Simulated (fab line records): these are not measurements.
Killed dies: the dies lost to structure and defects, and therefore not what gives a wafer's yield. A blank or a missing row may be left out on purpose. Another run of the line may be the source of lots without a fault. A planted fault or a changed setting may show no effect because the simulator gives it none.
Struck lot and sound lot, side by side | flow nand harc | 14 out of 1302 route steps
Sound: the wafers L132.2, L132.4, L132.5. Struck: wafers L145.1, L145.3. At the end, the cause is stated.
Per side, at each step with rows, come the tool, then ch with its chambers, and then its first start. Under that, the readings that differ: sound wafers | struck wafers | difference of the means | sigmas: that difference in standard deviations of wafers without a fault.
alike: readings whose means differ by less than 2 such deviations, and words and numbers that are the same on both sides. not compared: withheld readings, readings that some wafer has no value for, bounds like >300 that may hide the same value, and numbers for which the record gives no deviation and whose values overlap.
Wherever a step has rows on one side only, a row that says differs or no value, or a row with sigmas, the two part there. Numbers that have no deviation but don't overlap get no sigmas and don't part them. Lack of a reading on every wafer of one side parts them only where that side has two or more wafers.

first, 1 step without rows for these wafers: NHARC_A_ONON_D1_DEP_09 (target thk 1000 nm).
NHARC_A_ONON_D1_THK_MEAS_11: measures by ellipsometry.
  sound on film metro-01 at day 9 16:46; struck on film metro-02 at day 14 22:28
  alike: thk nm
after that, 1 step with no rows for these wafers: NHARC_A_ONON_D1_DEP_12 (target thk 1000 nm).
NHARC_A_ONON_D1_THK_MEAS_14: measures by ellipsometry.
  sound on film metro-01 at day 9 17:19; struck on film metro-02 at day 14 23:02
  alike: thk nm
then, 2 steps without rows for these wafers: NHARC_A_ONON_D1_ANNEAL_15 (time 3600 s); NHARC_A_ONON_D1_DEP_16 (target thk 1000 nm).
NHARC_A_ONON_D1_THK_MEAS_18: measures by ellipsometry.
  sound on film metro-02 at day 10 01:07; struck on film metro-02 at day 15 07:07
  alike: thk nm
after that, 1 step with no rows for these wafers: NHARC_A_ONON_D1_DEP_19 (target thk 1000 nm).
NHARC_A_ONON_D1_THK_MEAS_21: measures by ellipsometry.
  sound on film metro-01 at day 10 01:40; struck on film metro-02 at day 15 07:41
  reading     | sound          | struck  | difference | sigmas
  thk nm (nm) | 1021 1019 1020 | 997 997 | -23        | -2
after that, 1 step with no rows for these wafers: NHARC_A_ONON_D1_DEP_22 (target thk 1000 nm).
NHARC_A_ONON_D1_THK_MEAS_24: measures by ellipsometry.
  sound on film metro-02 at day 10 02:15; struck on film metro-02 at day 15 08:15
  reading     | sound       | struck    | difference | sigmas
  thk nm (nm) | 997 997 998 | 1018 1020 | +22        | +2
NHARC_A_ONON_D1_DEP_25: target thk 1000 nm.
  sound on pecvd onon-02 ch 0, day 10 02:22; struck on pecvd onon-03 ch 0, day 15 08:19
  alike: n2o flow sccm, sih4 flow sccm
NHARC_A_ONON_D1_THK_MEAS_27: measures by ellipsometry.
  sound on film metro-01 at day 10 02:49; struck on film metro-02 at day 15 08:49
  reading     | sound       | struck  | difference | sigmas
  thk nm (nm) | 977 978 979 | 910 907 | -70        | -6
after that, 1 step with no rows for these wafers: NHARC_A_ONON_D1_DEP_28 (target thk 1000 nm).

== WHERE THEY PART ==
Last at NHARC_A_ONON_D1_THK_MEAS_27 as far as this record goes, first at NHARC_A_ONON_D1_THK_MEAS_21.

WHY: what the simulator had put in
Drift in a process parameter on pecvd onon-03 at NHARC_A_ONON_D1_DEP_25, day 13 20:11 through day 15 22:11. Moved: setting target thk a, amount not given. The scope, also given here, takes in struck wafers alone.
